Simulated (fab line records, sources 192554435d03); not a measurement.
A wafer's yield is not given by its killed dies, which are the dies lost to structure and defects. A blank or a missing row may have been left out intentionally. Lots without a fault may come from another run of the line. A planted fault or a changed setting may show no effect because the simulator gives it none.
Problem report in the 8D (eight disciplines) form, filled by code || flow n5-finfet || the parts of the form that need people (team, actions taken, sign-off) are left out

== 1. THE ISSUE ==
A mean of 147 is read at N5_PASSIVATION_PROBE_49 for killed-at-front-end, taken on 1 wafer of 1 lot, against 42 (standard deviation 11) on wafers free of any fault. Relative to the usual mean, that is a shift of +9.5 standard deviations.
First seen on wafer L436.5, day 15 10:22, on prober-01. The record holds 3 wafers of 1 lot with a number at this step. The rule behind "out" and "out of limits": a value lying over 4 standard deviations away from the usual mean. All remaining wafers that have a number are taken as sound.

== 2. WHAT IT IS, WHAT IT ISN'T ==
{"question": "which readings at this step", "is": "killed-at-front-end, defect-limited-yield, killed-dies, sort_bin_5_function, sort-n-pass, sort-yield-pct", "is not": "killed_at_M0_to_M3, killed_at_M4_up, killed-at-contacts, killed-at-other, killed-open, killed-short, sort_bin_6_memory"}
{"question": "which lots", "is": "L436", "is not": "-"}
{"question": "which wafers of those lots", "is": "L436.5", "is not": "L436.2, L436.6"}
{"question": "read on which tools", "is": "prober-01", "is not": "-"}
{"question": "when", "is": "from day 15 10:22", "is not": "up to then (1 sound wafer); but 1 sound wafer of L436 came after"}

== 3. SUSPECTS, AND WHAT RULES EACH OUT ==
Counting: if a tool at a process step up to the reading ran every lot that is out, it stays a suspect. Sound lots after the first of them don't rule it out here, since some wafers of a struck lot are sound.
- rie-diel-04 at N5_SDB_HM_OPEN_20 (chemistry CH3F/O2, target SiNx, stops on poly-Si, target depth 24 nm): kept. It ran the lot that is out, L436 (day 6 00:29).
- rie-diel-03 at N5_MIM_BOT_LITHO_DESCUM_10 (chemistry O2, time 7.9 s): kept. It ran the lot that is out, L436 (day 15 00:19).
- rie-metal-01 at N5_MIM_BOT_ETCH_ETCH_03 (etches the open film in Cl2/BCl3, target depth 12 nm): kept. It ran the lot that is out, L436 (day 15 00:30).
- rie-metal-02 at N5_PASSIVATION_AL_ETCH_33 (etches Al in Cl2/BCl3, stops on TaN, target depth 2800 nm, time 466.7 s): kept. It ran the lot that is out, L436 (day 15 05:10).
- prober-01 at N5_PASSIVATION_PROBE_49: kept. It ran the lot that is out, L436 (day 15 10:13). On those wafers its own readings are out: defect-limited-yield, killed-at-front-end, killed-dies, sort_bin_5_function, sort-n-pass, sort-yield-pct.
- Within rie-diel-04 at N5_SDB_HM_OPEN_20: the wafers that are out ran in chamber 0; their sound lot-mates ran in chambers 1, 3.
- Within rie-diel-03 at N5_MIM_BOT_LITHO_DESCUM_10: the wafers that are out ran in chamber 1; their sound lot-mates ran in chamber 2.
- Within rie-metal-02 at N5_PASSIVATION_AL_ETCH_33: the wafers that are out ran in chamber 0; their sound lot-mates ran in chamber 1.
Left after counting: rie-diel-04 at N5_SDB_HM_OPEN_20, rie-diel-03 at N5_MIM_BOT_LITHO_DESCUM_10, rie-metal-01 at N5_MIM_BOT_ETCH_ETCH_03, rie-metal-02 at N5_PASSIVATION_AL_ETCH_33, prober-01 at N5_PASSIVATION_PROBE_49.

== 4. THE CAUSE (what the simulator had put in) ==
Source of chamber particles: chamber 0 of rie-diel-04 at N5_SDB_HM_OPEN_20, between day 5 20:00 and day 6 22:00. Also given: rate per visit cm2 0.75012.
Counting left 5 suspects, and this tool is among them.

== 5. THE EFFECT CHAIN, in route order ==
Rows list readings where the struck wafers' mean (over those with a number) sits beyond 3 standard deviations from the usual. Only readings whose record carries a usual standard deviation are examined. hours: median over the lots of the time between each lot's start at the first step of this table that gives one and its start at this step. sigmas: the change, counted in usual standard deviations.
{"hours": 0, "step": "N5_PASSIVATION_PROBE_49", "reading": "defect-limited-yield", "usual": "91.2 %", "on struck wafers": 83.3, "change": -7.9, "sigmas": -5.3}
{"hours": 0, "step": "N5_PASSIVATION_PROBE_49", "reading": "killed-at-front-end", "usual": 42, "on struck wafers": 147, "change": "+105", "sigmas": "+9.5"}
{"hours": 0, "step": "N5_PASSIVATION_PROBE_49", "reading": "killed-dies", "usual": 103, "on struck wafers": 197, "change": "+94", "sigmas": "+5.5"}
{"hours": 0, "step": "N5_PASSIVATION_PROBE_49", "reading": "sort_bin_5_function", "usual": "5.2 %", "on struck wafers": 10.1, "change": "+4.9", "sigmas": "+5.2"}
{"hours": 0, "step": "N5_PASSIVATION_PROBE_49", "reading": "sort-n-pass", "usual": 1077, "on struck wafers": 983, "change": -94, "sigmas": -5.5}
{"hours": 0, "step": "N5_PASSIVATION_PROBE_49", "reading": "sort-yield-pct", "usual": "91.2 %", "on struck wafers": 83.3, "change": -7.9, "sigmas": -5.3}
Process steps it contains:
- N5_PASSIVATION_PROBE_49

== 6. HOW IT WOULD HAVE BEEN CAUGHT EARLIER ==
In this record no reading fell out of limits until day 15 10:22, 230 hours after the fault had begun at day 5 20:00.
No tool reading at N5_SDB_HM_OPEN_20 that has a usual standard deviation in the record was out on any struck wafer, so an alarm limit of 4 standard deviations on those readings would not have fired.
Each of the lots that are out, 1 in all, had begun N5_SDB_HM_OPEN_20 on rie-diel-04 no later than day 15 10:22. Holding the tool at that point would not have protected any of them.
